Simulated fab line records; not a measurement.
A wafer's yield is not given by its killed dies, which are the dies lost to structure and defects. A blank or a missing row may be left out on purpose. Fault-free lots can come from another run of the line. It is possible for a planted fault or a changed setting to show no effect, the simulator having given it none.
Tool commonality check | flow n5_finfet | Lots sampled 9, wafers sampled 27

WHY THIS WAS OPENED
Flagged at N5_BEOL_M1_INSPECT_30: reading raw_defect_count, on 2 of 9 lots. Wafers without a fault read 391, standard deviation 93.
Rule: a lot is flagged when every wafer of it that has a number lies more than 4 standard deviations from that mean, or none has a number. All remaining lots are regarded as sound.

lot  | measured     | on                | raw_defect_count, wafer by wafer | flag
L965 | day 6 14:40  | defect_inspect-01 | 274 344 379                      |
L966 | day 6 15:00  | defect_inspect-02 | 379 517 492                      |
L970 | day 8 02:04  | defect_inspect-01 | 385 331 379                      |
L975 | day 8 23:38  | defect_inspect-01 | 1329 1481 1693                   | FLAGGED
L978 | day 10 02:58 | defect_inspect-02 | 1440 1520 1501                   | FLAGGED
L980 | day 10 15:10 | defect_inspect-01 | 479 409 463                      |
L981 | day 10 18:12 | defect_inspect-02 | 264 292 338                      |
L986 | day 11 21:52 | defect_inspect-02 | 392 392 457                      |
L987 | day 12 07:03 | defect_inspect-01 | 335 410 351                      |
The mean of the flagged lots' numbers is 1494, +1103 from the usual (+12 standard deviations).

TOOL THAT RAN EACH LOT
Before the reading, the record contains 3 process steps out of a 1938-step route. In each cell: the tool, then ch and the chambers that the sampled wafers went through, then the start.
lot  | flag    | N5_BEOL_M0_DEP_125              | N5_BEOL_M1_ETCH_63                 | N5_BEOL_M1_STRIP_66
L965 |         | pecvd-03 ch 0,1, day 6 10:19    | rie_diel-05 ch 1,2, day 6 13:46    | rie_diel-05 ch 1,2, day 6 13:56
L966 |         | pecvd-03 ch 0,1, day 6 11:49    | rie_diel-05 ch 0,1, day 6 14:00    | rie_diel-05 ch 0,1, day 6 14:09
L970 |         | pecvd-01 ch 0,1, day 7 21:25    | rie_diel-04 ch 0,2, day 8 01:10    | rie_diel-04 ch 0,2, day 8 01:19
L975 | FLAGGED | pecvd-04 ch 1,2, day 8 20:44    | rie_diel-05 ch 0,1,3, day 8 22:43  | rie_diel-05 ch 0,1,3, day 8 22:52
L978 | FLAGGED | pecvd-01 ch 0,1, day 10 00:38   | rie_diel-05 ch 0,2,3, day 10 01:58 | rie_diel-05 ch 0,2,3, day 10 02:07
L980 |         | pecvd-03 ch 0,2, day 10 12:38   | rie_diel-04 ch 0,1,2, day 10 14:15 | rie_diel-04 ch 0,1,2, day 10 14:25
L981 |         | pecvd-01 ch 0,1, day 10 13:05   | rie_diel-04 ch 0,2, day 10 17:10   | rie_diel-04 ch 0,2, day 10 17:19
L986 |         | pecvd-04 ch 0,1,2, day 11 18:02 | rie_diel-04 ch 1,3, day 11 20:53   | rie_diel-04 ch 1,3, day 11 21:03
L987 |         | pecvd-01 ch 0,2, day 12 04:54   | rie_diel-05 ch 0,2, day 12 06:08   | rie_diel-05 ch 0,2, day 12 06:18
What these steps do:
- N5_BEOL_M0_DEP_125: deposits SiCN from 3MS/NH3, target thk 8 nm, time 14 s.
- N5_BEOL_M1_ETCH_63: etches SiARC in CF4, target depth 15.6 nm, time 26 s.
- N5_BEOL_M1_STRIP_66: strips in CF4.
- N5_BEOL_M1_INSPECT_30: inspects for defects (brightfield).

FLAGGED OVER TOTAL, TOOL BY TOOL (the gauges that took the reading come last)
step                  | tool              | lots run | flagged | share of the flagged lots | sound lots run after its first flagged lot
N5_BEOL_M0_DEP_125    | pecvd-01          | 4        | 1       | some                      | 2 (L981,L987)
N5_BEOL_M0_DEP_125    | pecvd-03          | 3        | 0       | none                      | -
N5_BEOL_M0_DEP_125    | pecvd-04          | 2        | 1       | some                      | 1 (L986)
N5_BEOL_M1_ETCH_63    | rie_diel-04       | 4        | 0       | none                      | -
N5_BEOL_M1_ETCH_63    | rie_diel-05       | 5        | 2       | all                       | 1 (L987)
N5_BEOL_M1_STRIP_66   | rie_diel-04       | 4        | 0       | none                      | -
N5_BEOL_M1_STRIP_66   | rie_diel-05       | 5        | 2       | all                       | 1 (L987)
N5_BEOL_M1_INSPECT_30 | defect_inspect-01 | 5        | 1       | some                      | 2 (L980,L987)
N5_BEOL_M1_INSPECT_30 | defect_inspect-02 | 4        | 1       | some                      | 2 (L981,L986)

THE TABLE: WHAT IT ALLOWS
Rows of the table that ran all the flagged lots, 2 in number: rie_diel-05 at N5_BEOL_M1_ETCH_63; rie_diel-05 at N5_BEOL_M1_STRIP_66.
- rie_diel-05 at N5_BEOL_M1_ETCH_63: 2 of its 5 lots flagged. Sound lots followed the first flagged one (L987) on it, something a lasting fault affecting the whole tool could not allow.
- rie_diel-05 at N5_BEOL_M1_STRIP_66: 2 of its 5 lots flagged. Sound lots followed the first flagged one (L987) on it, something a lasting fault affecting the whole tool could not allow.
Not one row of the table ran every flagged lot while running no sound lot after the first.

WHAT THE SIMULATOR PUT IN
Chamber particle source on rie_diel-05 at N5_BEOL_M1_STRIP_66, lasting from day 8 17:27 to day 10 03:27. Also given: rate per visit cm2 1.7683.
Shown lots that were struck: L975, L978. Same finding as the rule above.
